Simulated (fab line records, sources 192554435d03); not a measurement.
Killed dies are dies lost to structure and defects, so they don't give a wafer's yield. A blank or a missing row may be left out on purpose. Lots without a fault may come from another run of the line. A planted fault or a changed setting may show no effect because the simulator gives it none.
fab line records | flow n5_finfet
record lots=7 wafers=18 last_day=18
route steps=1938 shown BEOL_M3@938 BEOL_M4@1111 PASSIVATION@1936
lots that met no fault: from a run of the same line without faults
start_h: hours from the record's first day to the start of the lot's first wafer shown | wait_h: hours since the lot's step before | " the same as in the row above | L1.1+2: a row that stands for several wafers | - no value, or no start given | * or withheld: withheld | < > ~ a bound
route shown NAME@n: a module of which the file shows steps, and the number in the route of the first | usual: mean/standard deviation of fault-free wafers | same: alike in all rows | chamber/n: place in a boat | sites: the reading at each site | _std_site: their standard deviation | _edge_site: outer sites' mean less inner sites' | radius_mm: how far each site lies from the wafer's centre | mask NAME#n: copy n | behind: the tool/chamber that last shaped the wafer | hold: why the lot was held/for how many hours/how that ended | device: the transistor (n, p or np) that didn't switch | end of line: the same wafers' tests at the end of the route | a step without rows: its recipe alone | killed: dies lost to structure and defects at the first sort, not the wafer's yield | map: a wafer's dies, x killed, . not, _ none there
set.NAME: the setting as run; set.NAME@STEP: as run at that earlier step | model.NAME: the simulator's own value behind a step, which no gauge read
lots at some steps of the route; a table a step, a row a wafer
services: from which hour (start_h, from the record's first day; less than 0 if before it) a tool's chamber was out of use, for how many hours, and why
## steps
# step N5_BEOL_M3_COAT_05
# recipe resist=CAR-EUV spin_rpm=1500 resist_thk_nm=30
# step N5_BEOL_M3_EBR_07
# recipe solvent=PGMEA ebr_width_mm=1.5
# step N5_BEOL_M3_SOFTBAKE_06
# recipe temp_c=110 time_s=60 resist=CAR-EUV
# step N5_BEOL_M3_EXPOSE_08
# recipe mask_id=M3 na=0.33 source_shape=dipole sigma_inner=0.369 sigma_outer=0.767 polarization=unpolarized dose_mj=33
# step N5_BEOL_M3_PEB_09
# recipe peb_temp_c=100 peb_time_s=60 resist=CAR-EUV
# step N5_BEOL_M3_DEVELOP_10
# recipe develop_time_s=30 developer=TMAH resist=CAR-EUV rinse_liquid=surfactant_rinse dry=air_spin dev_temp_c=23
# step N5_BEOL_M3_CD_MEAS_11
# recipe target_cd_nm=17.05 landing_energy_ev=500 detector=se_inlens polarity=opening
# usual cd_nm=16.96/0.26
# columns lot.wafer tool chamber start_h wait_h cd_nm
L818.2 cd_sem-02 0 160.24 - 17.16
L818.3 " 0 " " 17.10
L818.6 " 0 " " 16.50
L822.3 cd_sem-01 0 200.29 - 16.79
L822.6 " 0 " " 16.89
L823.3 cd_sem-01 0 209.11 - 17.03
L823.6 " 0 " " 17.09
L824.2 cd_sem-02 0 209.73 - 17.08
L824.3 " 0 " " 16.73
L824.6 " 0 " " 16.60
L830.1 cd_sem-02 0 232.34 - 16.59
L830.2 " 0 " " 17.63
L830.5 " 0 " " 16.91
L837.1 cd_sem-03 0 287.20 - 17.16
L837.6 " 0 " " 16.74
L839.1 cd_sem-03 0 301.31 - 17.01
L839.2 " 0 " " 16.83
L839.6 " 0 " " 16.62
# step N5_BEOL_M3_OVL_MEAS_12
# recipe points_per_wafer=522
# usual M3_OVL=-0.2/0.58
# columns lot.wafer tool chamber start_h wait_h M3_OVL[nm]
L818.2 overlay-01 0 160.27 0.0 0.5
L818.3 " 0 " " -0.1
L818.6 " 0 " " 0.1
L822.3 overlay-02 0 200.33 0.0 -0.1
L822.6 " 0 " " -0.4
L823.3 overlay-02 0 209.15 0.0 -0.1
L823.6 " 0 " " 0.7
L824.2 overlay-01 0 209.76 0.0 -0.5
L824.3 " 0 " " -0.3
L824.6 " 0 " " -0.6
L830.1 overlay-01 0 232.37 0.0 -0.8
L830.2 " 0 " " -0.9
L830.5 " 0 " " -1.1
L837.1 overlay-01 0 287.23 0.0 -0.9
L837.6 " 0 " " -0.5
L839.1 overlay-02 0 301.34 0.0 -0.3
L839.2 " 0 " " -0.4
L839.6 " 0 " " 0.4
# step N5_BEOL_M3_INSPECT_13
# recipe mode=adi inspect_instrument=brightfield
# usual raw_defect_count=417/90
# columns lot.wafer tool chamber start_h wait_h raw_defect_count
L818.2 defect_inspect-02 - 160.33 0.0 532
L818.3 " - " " 393
L818.6 " - " " 332
L822.3 defect_inspect-01 - 200.38 0.0 385
L822.6 " - " " 457
L823.3 defect_inspect-02 - 209.20 0.0 389
L823.6 " - " " 594
L824.2 defect_inspect-01 - 209.81 0.0 257
L824.3 " - " " 335
L824.6 " - " " 451
L830.1 defect_inspect-01 - 232.43 0.1 372
L830.2 " - " " 779
L830.5 " - " " 437
L837.1 defect_inspect-01 - 287.29 0.1 358
L837.6 " - " " 359
L839.1 defect_inspect-02 - 301.40 0.1 361
L839.2 " - " " 291
L839.6 " - " " 370
# step N5_BEOL_M3_DESCUM_16
# recipe chemistry=O2 time_s=7 source_power_w=50 bias_power_w=20 pressure_mtorr=20 rf_frequency_hz=2.712e+07 temp_c=40 resist=CAR-EUV o2_flow_sccm=225
# usual chamber_pressure_mTorr=20.001/0.019 drypump_motor_current_A=5.7/0.4 oes_product_au=0.78/0.081 rf_vpp_V=243.5/1.5 showerhead_plenum_p_Torr=2.11/0.093 throttle_valve_pct=20.51/0.27
# columns lot.wafer tool chamber start_h wait_h chamber_pressure_mTorr drypump_motor_current_A oes_product_au rf_hours_counter_h rf_vpp_V showerhead_plenum_p_Torr throttle_valve_pct
L818.2 rie_diel-04 1 160.36 0.0 19.998 6.0 0.72 206 245.2 2.18 20.52
L818.3 " 0 " " 20.015 6.2 0.86 37 244.1 2.13 20.67
L818.6 " 0 " " 20.017 6.3 0.86 - 244.8 2.13 20.68
L822.3 rie_diel-04 3 200.55 0.2 19.980 5.8 0.70 189 243.3 2.19 20.95
L822.6 " 1 " " 19.985 6.0 0.71 - 244.2 2.18 20.56
L823.3 rie_diel-04 0 209.23 0.0 19.986 6.3 0.84 53 243.2 2.12 20.70
L823.6 " 3 " " 20.006 5.8 0.71 - 244.0 2.18 20.97
L824.2 rie_diel-04 1 209.88 0.1 20.016 6.0 0.71 221 244.4 2.18 20.55
L824.3 " 0 " " 20.017 6.3 0.84 53 243.1 2.12 20.70
L824.6 " 2 " " 20.027 5.7 0.69 - 242.6 1.97 20.58
L830.1 rie_diel-06 2 232.46 0.0 19.990 5.9 0.88 23 244.9 2.14 20.07
L830.2 " 3 " " 20.025 5.6 0.83 74 245.6 2.20 20.28
L830.5 " 3 " " 19.993 5.6 0.83 - 244.7 2.20 20.29
L837.1 rie_diel-04 3 287.82 0.5 20.033 5.9 0.68 213 245.0 2.18 20.99
L837.6 " 3 " " 20.008 5.8 0.68 - 245.3 2.18 21.00
L839.1 rie_diel-04 2 301.44 0.0 20.013 5.7 0.67 241 239.7 1.96 20.64
L839.2 " 0 " " 19.974 6.3 0.81 78 243.8 2.12 20.75
L839.6 " 2 " " 19.999 5.6 0.68 - 242.7 1.96 20.63
# step N5_BEOL_M3_ETCH_74
# recipe chemistry=N2/H2 target=underlayer target_depth_a=65 mask_material=CAR-EUV time_s=5.2 ion_energy_ev=200 pressure_mtorr=30 source_w=840 bias_w=150 n2_flow_sccm=200 h2_flow_sccm=200 ends=cleared
# usual chamber_pressure_mTorr=30.00/0.04 drypump_motor_current_A=5.7/0.4 etch_rf_on_time_s=5.21/0.095 oes_product_au=0.66/0.069 rf_vpp_V=524/3.1 showerhead_plenum_p_Torr=2.56/0.1 throttle_valve_pct=17.92/0.26
# columns lot.wafer tool chamber start_h wait_h chamber_pressure_mTorr drypump_motor_current_A etch_rf_on_time_s oes_product_au rf_hours_counter_h rf_vpp_V showerhead_plenum_p_Torr throttle_valve_pct
L818.2 rie_diel-04 1 160.39 0.0 29.98 6.0 5.18 0.61 206 526 2.63 17.76
L818.3 " 0 " " 30.00 6.2 5.13 0.73 37 524 2.57 17.97
L818.6 " 0 " " 29.98 6.3 5.22 0.73 - 526 2.57 17.98
L822.3 rie_diel-04 3 200.58 0.0 30.02 5.8 5.14 0.61 189 528 2.62 18.11
L822.6 " 1 " " 30.06 6.0 5.18 0.60 - 527 2.62 17.78
L823.3 rie_diel-04 0 209.26 0.0 29.97 6.3 5.13 0.72 53 526 2.57 18.02
L823.6 " 3 " " 30.02 5.9 5.02 0.62 - 525 2.62 18.13
L824.2 rie_diel-04 1 209.91 0.0 30.01 6.0 5.20 0.59 221 525 2.62 17.80
L824.3 " 0 " " 30.01 6.3 5.16 0.72 53 525 2.57 18.00
L824.6 " 2 " " 30.11 5.7 5.26 0.59 - 521 2.42 18.15
L830.1 rie_diel-06 2 232.50 0.0 30.00 5.8 5.14 0.76 23 525 2.59 17.58
L830.2 " 3 " " 30.10 5.6 5.35 0.70 74 528 2.69 17.74
L830.5 " 3 " " 29.98 5.6 5.38 0.69 - 530 2.69 17.73
L837.1 rie_diel-04 3 287.85 0.0 29.99 5.9 5.09 0.60 213 525 2.61 18.16
L837.6 " 3 " " 30.00 5.9 5.06 0.60 - 526 2.61 18.12
L839.1 rie_diel-04 2 301.47 0.0 30.00 5.7 5.18 0.58 241 521 2.41 18.20
L839.2 " 0 " " 30.04 6.3 5.19 0.69 78 525 2.55 18.05
L839.6 " 2 " " 30.01 5.7 5.21 0.58 - 522 2.41 18.20
# step N5_BEOL_M3_ETCH_63
# recipe chemistry=CF4 target=SiARC target_depth_a=156 mask_material=CAR-EUV time_s=26 ion_energy_ev=80 pressure_mtorr=40 source_w=545 bias_w=36 Ar_flow_sccm=100 cf4_flow_sccm=100 ends=cleared
# usual chamber_pressure_mTorr=40.00/0.037 drypump_motor_current_A=5.7/0.4 etch_rf_on_time_s=26.0/0.47 oes_product_au=0.67/0.068 rf_vpp_V=184.1/1.3 showerhead_plenum_p_Torr=2.16/0.089 throttle_valve_pct=15.71/0.26
# columns lot.wafer tool chamber start_h wait_h chamber_pressure_mTorr drypump_motor_current_A etch_rf_on_time_s oes_product_au rf_hours_counter_h rf_vpp_V showerhead_plenum_p_Torr throttle_valve_pct
L818.2 rie_diel-04 1 160.41 0.0 39.95 6.0 25.7 0.63 206 184.5 2.22 15.72
L818.3 " 0 " " 39.97 6.3 25.8 0.74 37 185.1 2.17 15.78
L818.6 " 0 " " 40.00 6.3 26.1 0.73 - 184.4 2.17 15.78
L822.3 rie_diel-04 3 200.60 0.0 40.09 5.9 24.9 0.62 189 186.2 2.22 16.04
L822.6 " 1 " " 40.05 6.0 25.6 0.61 - 183.8 2.22 15.74
L823.3 rie_diel-04 0 209.28 0.0 39.98 6.3 25.6 0.72 53 185.0 2.17 15.80
L823.6 " 3 " " 39.99 5.9 25.3 0.62 - 186.2 2.22 16.04
L824.2 rie_diel-04 1 209.93 0.0 40.03 6.0 25.9 0.61 221 184.9 2.21 15.74
L824.3 " 0 " " 39.93 6.3 26.1 0.72 53 184.0 2.17 15.82
L824.6 " 2 " " 40.00 5.6 26.3 0.59 - 183.4 2.03 15.90
L830.1 rie_diel-06 2 232.51 0.0 40.02 5.8 25.9 0.75 23 184.7 2.20 15.33
L830.2 " 3 " " 39.96 5.6 26.5 0.70 74 185.9 2.26 15.51
L830.5 " 3 " " 39.99 5.6 26.7 0.70 - 185.4 2.26 15.51
L837.1 rie_diel-04 3 287.87 0.0 40.03 5.9 25.7 0.60 213 185.3 2.21 16.09
L837.6 " 3 " " 40.06 5.9 25.1 0.60 - 184.6 2.21 16.07
L839.1 rie_diel-04 2 301.49 0.0 40.00 5.6 26.2 0.58 241 182.0 2.02 15.95
L839.2 " 0 " " 39.98 6.3 26.1 0.68 78 182.8 2.16 15.86
L839.6 " 2 " " 40.06 5.6 26.2 0.58 - 182.5 2.02 15.94
# step N5_BEOL_M3_ETCH_64
# recipe chemistry=N2/H2 target=SOC target_depth_a=750 overetch_a=150 mask_material=SiARC temp_c=40 time_s=112.5 ion_energy_ev=200 pressure_mtorr=30 source_w=840 bias_w=150 n2_flow_sccm=200 h2_flow_sccm=200
# usual chamber_pressure_mTorr=30.003/0.027 drypump_motor_current_A=5.7/0.4 oes_product_au=0.62/0.061 rf_vpp_V=524.4/2.8 showerhead_plenum_p_Torr=2.56/0.1 throttle_valve_pct=17.89/0.26
# columns lot.wafer tool chamber start_h wait_h chamber_pressure_mTorr drypump_motor_current_A oes_product_au rf_hours_counter_h rf_vpp_V showerhead_plenum_p_Torr throttle_valve_pct model.SiARC_of_BEOL_M3_COAT_62.thk_nm model.BEOL_M3.cd_offset_nm
L818.2 rie_diel-04 1 160.44 0.0 29.984 6.0 0.57 206 525.3 2.63 17.74 6.8 -0.2
L818.3 " 0 " " 30.012 6.2 0.68 37 524.7 2.57 17.93 7 -0.2
L818.6 " 0 " " 30.046 6.3 0.68 - 524.9 2.57 17.92 6.8 -0.2
L822.3 rie_diel-04 3 200.63 0.0 30.046 5.9 0.63 189 526.8 2.62 18.08 7.2 -0.6
L822.6 " 1 " " 30.010 6.0 0.62 - 525.3 2.62 17.76 7.4 -0.4
L823.3 rie_diel-04 0 209.31 0.0 29.994 6.3 0.73 53 524.8 2.57 17.97 7.4 -0.8
L823.6 " 3 " " 30.019 5.9 0.62 - 525.4 2.62 18.09 7.4 -0.4
L824.2 rie_diel-04 1 209.96 0.0 29.985 6.0 0.56 221 526.1 2.62 17.77 6.8 0
L824.3 " 0 " " 30.017 6.3 0.73 53 524.6 2.57 17.96 7.4 -1
L824.6 " 2 " " 30.005 5.7 0.61 - 522.6 2.42 18.11 7.4 -0.6
L830.1 rie_diel-06 2 232.54 0.0 29.977 5.9 0.69 23 524.2 2.59 17.54 6.6 0
L830.2 " 3 " " 29.967 5.6 0.66 74 528.1 2.69 17.71 7 -0.2
L830.5 " 3 " " 29.983 5.6 0.66 - 527.0 2.69 17.69 7 -0.4
L837.1 rie_diel-04 3 287.90 0.0 30.001 5.9 0.55 213 526.0 2.61 18.11 6.6 0.2
L837.6 " 3 " " 30.026 5.9 0.55 - 525.7 2.61 18.13 6.6 0
L839.1 rie_diel-04 2 301.52 0.0 29.949 5.7 0.54 241 520.4 2.41 18.16 6.8 -0.2
L839.2 " 0 " " 29.992 6.3 0.64 78 526.0 2.56 18.01 6.8 -0.4
L839.6 " 2 " " 29.989 5.7 0.54 - 520.2 2.41 18.16 6.8 -0.2
# step N5_BEOL_M3_STRIP_65
# recipe chemistry=N2/H2 temp_c=40 n2_flow_sccm=200 h2_flow_sccm=200 rf_frequency_hz=6e+07
# step N5_BEOL_M4_RC_MEAS_101
# usual DIBL_N=36.2/1.5 DIBL_P=36.4/2.1 IOFF_N=0.16/0.031 IOFF_P=0.21/0.037 ION_N=679/11 ION_P=465/7.7 SS_N=71.4/0.55 SS_P=73.2/0.63 VT_N=249/3.3 VT_P=-250/3.4
# columns lot.wafer tool chamber start_h wait_h DIBL_N[mV/V] DIBL_P[mV/V] IOFF_N[nA/um] IOFF_P[nA/um] ION_N[uA/um] ION_P[uA/um] SS_N[mV/dec] SS_P[mV/dec] VT_N[mV] VT_P[mV]
L818.2 prober-01 0 176.36 0.2 37.2 36.6 0.16 0.20 687 468 71.8 72.5 248 -252
L818.3 " 0 " " 35.0 34.0 0.13 0.16 681 463 71.6 72.4 251 -254
L818.6 " 0 " " 34.0 32.4 0.11 0.15 660 455 70.4 72.6 252 -256
L822.3 prober-01 0 224.09 0.3 35.1 35.0 0.15 0.21 692 473 71.7 72.7 253 -250
L822.6 " 0 " " 35.4 34.4 0.15 0.21 678 468 72.0 72.7 250 -249
L823.3 prober-02 0 224.60 0.3 35.8 38.1 0.16 0.19 686 464 72.0 74.0 248 -254
L823.6 " 0 " " 37.2 38.9 0.17 0.20 671 457 71.6 73.9 253 -253
L824.2 prober-01 0 225.37 0.2 36.1 35.3 0.14 0.19 669 456 71.6 72.7 251 -253
L824.3 " 0 " " 36.3 35.2 0.14 0.19 662 452 71.8 72.8 251 -253
L824.6 " 0 " " 33.8 32.3 0.11 0.15 658 454 71.3 72.7 254 -252
L830.1 prober-01 0 254.50 0.0 36.5 35.9 0.16 0.23 687 473 71.6 73.4 248 -248
L830.2 " 0 " " 32.8 31.1 0.11 0.16 670 468 71.1 72.0 258 -253
L830.5 " 0 " " 35.7 34.6 0.15 0.21 668 468 71.6 72.6 249 -250
L837.1 prober-01 0 307.93 0.0 37.4 37.0 0.17 0.22 688 467 72.1 73.5 249 -249
L837.6 " 0 " " 38.5 38.8 0.21 0.26 697 472 71.8 73.5 245 -246
L839.1 prober-02 0 316.20 0.2 38.6 38.5 0.22 0.25 689 462 71.9 74.4 245 -247
L839.2 " 0 " " 39.5 39.8 0.25 0.30 704 477 72.4 74.3 242 -244
L839.6 " 0 " " 34.8 35.7 0.16 0.21 691 468 70.5 73.9 249 -249
# step N5_PASSIVATION_PROBE_49
# usual defect_limited_yield=91.3/1.3 killed_at_M0_to_M3=36/12 killed_at_M4_up=13/4.6 killed_at_contacts=13/5.4 killed_at_front_end=37/10 killed_at_other=3.6/2.9 killed_dies=102/15 killed_open=67/12 killed_short=33/7.5 sort_bin_5_function=5.1/0.93 sort_bin_6_memory=3.2/0.62 sort_bin_8_speed=0.00/0.01 sort_n_pass=1078/15 sort_yield_pct=91.3/1.3
# same gross_dies=1180 killed_at_back_side=0 sort_bin_4_leakage[%]=0
# columns lot.wafer tool chamber start_h wait_h defect_limited_yield[%] killed_at_M0_to_M3 killed_at_M4_up killed_at_contacts killed_at_front_end killed_at_other killed_dies killed_open killed_short sort_bin_5_function[%] sort_bin_6_memory[%] sort_bin_8_speed[%] sort_n_pass sort_yield_pct[%]
L822.3 prober-01 - 328.97 0.1 91.9 33 14 23 22 3 95 70 24 5.3 2.5 0 1085 91.9
L822.6 prober-01 - 329.12 0.3 91.5 36 17 16 26 5 100 67 29 5.3 3.1 0 1080 91.5
L823.3 prober-01 - 329.27 0.3 90.3 38 23 15 23 15 114 74 36 5.9 3.2 0 1066 90.3
L823.6 prober-01 - 329.42 0.4 90.4 58 12 3 38 2 113 67 42 5.6 3.3 0 1067 90.4
L824.2 prober-01 - 333.67 0.3 92.9 21 12 13 32 6 84 49 32 4.2 2.8 0 1096 92.9
L824.3 prober-01 - 333.72 0.3 93.4 29 15 4 29 1 78 44 31 3.4 2.8 0 1102 93.4
L824.6 prober-01 - 333.87 0.5 91.0 28 19 4 50 5 106 72 29 5.6 2.8 0 1074 91.0
L830.1 prober-01 - 356.13 0.0 93.2 20 15 14 30 1 80 55 24 4.7 2.0 0 1100 93.2
L830.2 prober-01 - 356.18 0.1 92.3 38 13 14 21 5 91 57 32 4.3 3.1 0 1089 92.3
L830.5 prober-01 - 356.33 0.2 92.9 32 14 13 25 0 84 52 29 4.2 2.8 0 1096 92.9
# killed by level:class
L822.3 MOL_CONTACT_COAG:geometric_particle:open=19 BEOL_M2:geometric_particle:open=12 BEOL_M0_SAQP:geometric_particle:open=7 BEOL_M0_SAQP:geometric_particle:short=6 DUMMY_GATE:geometric_particle:open=4 MOL_CONTACT_COAG:geometric_particle:short=4 BEOL_M3:geometric_particle:open=4 BEOL_M4:geometric_particle:open=4
L822.6 MOL_CONTACT_COAG:geometric_particle:open=13 BEOL_M2:geometric_particle:open=12 BEOL_M0_SAQP:geometric_particle:open=5 BEOL_M2:geometric_particle:short=5 FIN_SAQP:geometric_particle:short=4 STI_FIN_REVEAL:geometric_particle:open=4 GATE_CUT:geometric_particle:short=4 BEOL_M0_SAQP:geometric_particle:short=4
L823.3 MOL_CONTACT_COAG:geometric_particle:open=13 BEOL_M4:geometric_particle:open=12 BEOL_M2:geometric_particle:short=9 PAD_METAL:geometric_particle:open=9 BEOL_M0_SAQP:geometric_particle:open=8 BEOL_M0_SAQP:geometric_particle:short=8 FIN_SAQP:geometric_particle:open=6 STI_FIN_REVEAL:geometric_particle:open=5
L823.6 BEOL_M0_SAQP:geometric_particle:open=15 BEOL_M2:geometric_particle:open=9 BEOL_M2:geometric_particle:short=9 BEOL_M0_SAQP:geometric_particle:short=8 FIN_SAQP:geometric_particle:open=7 BEOL_M1:geometric_particle:short=7 BEOL_M4:geometric_particle:open=7 FIN_SAQP:geometric_particle:short=5
L824.2 MOL_CONTACT_COAG:geometric_particle:open=9 BEOL_M3:geometric_particle:open=9 STI_FIN_REVEAL:geometric_particle:open=7 BEOL_M4:geometric_particle:open=7 FIN_SAQP:geometric_particle:open=6 GATE_CUT:geometric_particle:short=6 MOL_CONTACT_COAG:geometric_particle:short=4 FIN_SAQP:geometric_particle:short=3
L824.3 FIN_SAQP:geometric_particle:short=8 BEOL_M0_SAQP:geometric_particle:open=6 BEOL_M3:geometric_particle:open=6 BEOL_M0_SAQP:geometric_particle:short=5 BEOL_M2:geometric_particle:open=5 DUMMY_GATE:geometric_particle:open=4 BEOL_M4:geometric_particle:open=4 GATE_CUT:geometric_particle:short=3
L824.6 FIN_SAQP:geometric_particle:open=25 FIN_SAQP:geometric_particle:short=9 BEOL_M3:geometric_particle:open=8 BEOL_M4:geometric_particle:open=6 BEOL_M0_SAQP:geometric_particle:open=6 BEOL_M0_SAQP:geometric_particle:short=6 BEOL_M2:geometric_particle:open=6 STI_FIN_REVEAL:geometric_particle:open=5
L830.1 MOL_CONTACT_COAG:geometric_particle:open=11 STI_FIN_REVEAL:geometric_particle:open=10 BEOL_M2:geometric_particle:open=10 FIN_SAQP:geometric_particle:short=8 BEOL_M8:geometric_particle:open=6 MOL_CONTACT_COAG:geometric_particle:short=3 STARTING-WAFER:geometric_particle:open=3 STARTING-WAFER:geometric_particle:short=3
L830.2 MOL_CONTACT_COAG:geometric_particle:open=11 BEOL_M0_SAQP:geometric_particle:open=8 BEOL_M0_SAQP:geometric_particle:short=8 BEOL_M2:geometric_particle:open=8 FIN_SAQP:geometric_particle:short=7 BEOL_M1:geometric_particle:open=5 BEOL_M4:geometric_particle:open=5 BEOL_M3:geometric_particle:open=4
L830.5 FIN_SAQP:geometric_particle:short=10 MOL_CONTACT_COAG:geometric_particle:open=10 BEOL_M0_SAQP:geometric_particle:short=9 BEOL_M0_SAQP:geometric_particle:open=8 BEOL_M2:geometric_particle:open=7 BEOL_M0:geometric_particle:open=4 BEOL_M8:geometric_particle:open=4 FIN_SAQP:geometric_particle:open=3
## services
# columns tool chamber start_h hours kind
rie_diel-06 2 142.38 - clean
rie_diel-06 2 142.38 - consumable_replace:focus_ring
rie_diel-06 2 142.38 12.8 scheduled_down
rie_diel-06 2 142.38 12.8 vent_cycle
rie_diel-06 1 231.72 4.9 repair
rie_diel-06 0 280.96 8.9 repair
## key
first_sign none at tools or gauges
model_effect step=N5_BEOL_M3_ETCH_64 value=SiARC_of_BEOL_M3_COAT_62.thk_nm without=6.767 struck=7.367
met_at N5_BEOL_M3_ETCH_64
struck_wafers L822.3,L822.6,L823.3,L823.6,L824.3,L824.6
onset_between 160.44 200.63
fault kind=process_parameter_drift tool=rie_diel-04 chamber=- onset_h=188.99 steps=N5_BEOL_M3_ETCH_64 channel=time_s offset=* shape=step end_h=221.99 scope=struck_wafers_only acts_in=* stated=*
